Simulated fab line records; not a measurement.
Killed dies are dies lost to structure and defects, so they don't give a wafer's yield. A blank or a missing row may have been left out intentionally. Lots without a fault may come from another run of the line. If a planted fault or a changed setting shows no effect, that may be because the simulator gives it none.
Matching of chambers + flow nand-harc + 3 sister chambers for NHARC_A_STAIRCASE_DEP_151 on pecvd-04
The step deposits SiO2, target thk 7200 nm. 16 wafers are shown with their chamber, then 8 later ones without.

== WAFERS, EACH WITH ITS CHAMBER ==
| wafer  | chamber | susceptor-temp-C (C) | mfc-precursor-sccm (sccm) | heater-power-w (W) |
|--------|---------|----------------------|---------------------------|--------------------|
| L075.1 | 1       | 400.07               | 199.3                     | 754                |
| L075.3 | 2       | 400.36               | 199.2                     | 676                |
| L075.6 | 2       | 399.99               | 200.2                     | 571                |
| L077.1 | 1       | 399.99               | 200.4                     | 731                |
| L077.3 | 2       | 400.12               | 200.8                     | 705                |
| L077.5 | 1       | 400.00               | 200.7                     | 635                |
| L079.1 | 1       | 399.88               | 199.7                     | 755                |
| L079.3 | 2       | 399.92               | 199.3                     | 801                |
| L079.4 | 2       | 400.25               | 200.8                     | 626                |
| L084.2 | 1       | 399.99               | 199.2                     | 692                |
| L084.4 | 1       | 400.23               | 200.0                     | 618                |
| L084.5 | 0       | 399.92               | 199.5                     | 637                |
| L086.2 | 2       | 399.97               | 200.4                     | 770                |
| L086.3 | 1       | 400.16               | 200.1                     | 665                |
| L086.4 | 0       | 399.73               | 199.4                     | 624                |
| L088.1 | 1       | 400.11               | 199.5                     | 708                |

SIGNATURES, as means of the wafers listed above
| reading            | chamber 0 | chamber 1 | chamber 2 | scatter within a chamber |
|--------------------|-----------|-----------|-----------|--------------------------|
| susceptor-temp-C   | 399.8250  | 400.0538  | 400.1017  | 0.141                    |
| mfc-precursor-sccm | 199.450   | 199.863   | 200.117   | 0.589                    |
| heater-power-w     | 630.50    | 694.75    | 691.50    | 65.9                     |
Rule: a wafer lies at a distance from a chamber equal to the root of the sum of squares, over the readings, of (its reading less the chamber's mean, divided by the reading's scatter). The wafer belongs to the nearest chamber; if the next one is less than 2 further off, it can't be placed. The scatter: take each reading less its chamber's mean, square it, sum over the shown wafers, divide by the number of wafers less the number of chambers, and take the root.

== WAFERS MISSING THEIR CHAMBER ==
| wafer  | susceptor-temp-C (C) | mfc-precursor-sccm (sccm) | heater-power-w (W) |
|--------|----------------------|---------------------------|--------------------|
| L088.3 | 400.26               | 200.1                     | 756                |
| L088.5 | 399.99               | 199.5                     | 624                |
| L092.2 | 399.96               | 198.7                     | 768                |
| L092.5 | 399.93               | 198.8                     | 597                |
| L092.6 | 399.88               | 199.1                     | 628                |
| L094.1 | 399.99               | 201.5                     | 733                |
| L094.3 | 399.91               | 200.1                     | 725                |
| L094.6 | 399.97               | 199.8                     | 621                |

== CHAMBER TAKEN BY EACH ==
| wafer  | from the rows above          | in truth |
|--------|------------------------------|----------|
| L088.3 | can't be placed: 2 or 1      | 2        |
| L088.5 | can't be placed: 0 or 1 or 2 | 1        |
| L092.2 | can't be placed: 1 or 0 or 2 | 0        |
| L092.5 | can't be placed: 0 or 1 or 2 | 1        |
| L092.6 | can't be placed: 0 or 1 or 2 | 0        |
| L094.1 | can't be placed: 2 or 1 or 0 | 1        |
| L094.3 | can't be placed: 1 or 2 or 0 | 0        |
| L094.6 | can't be placed: 0 or 1 or 2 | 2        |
0 of 8 placed correctly. Not placeable from these rows: 8 (in 8, the candidates include the true chamber). Placed wrongly: 0.
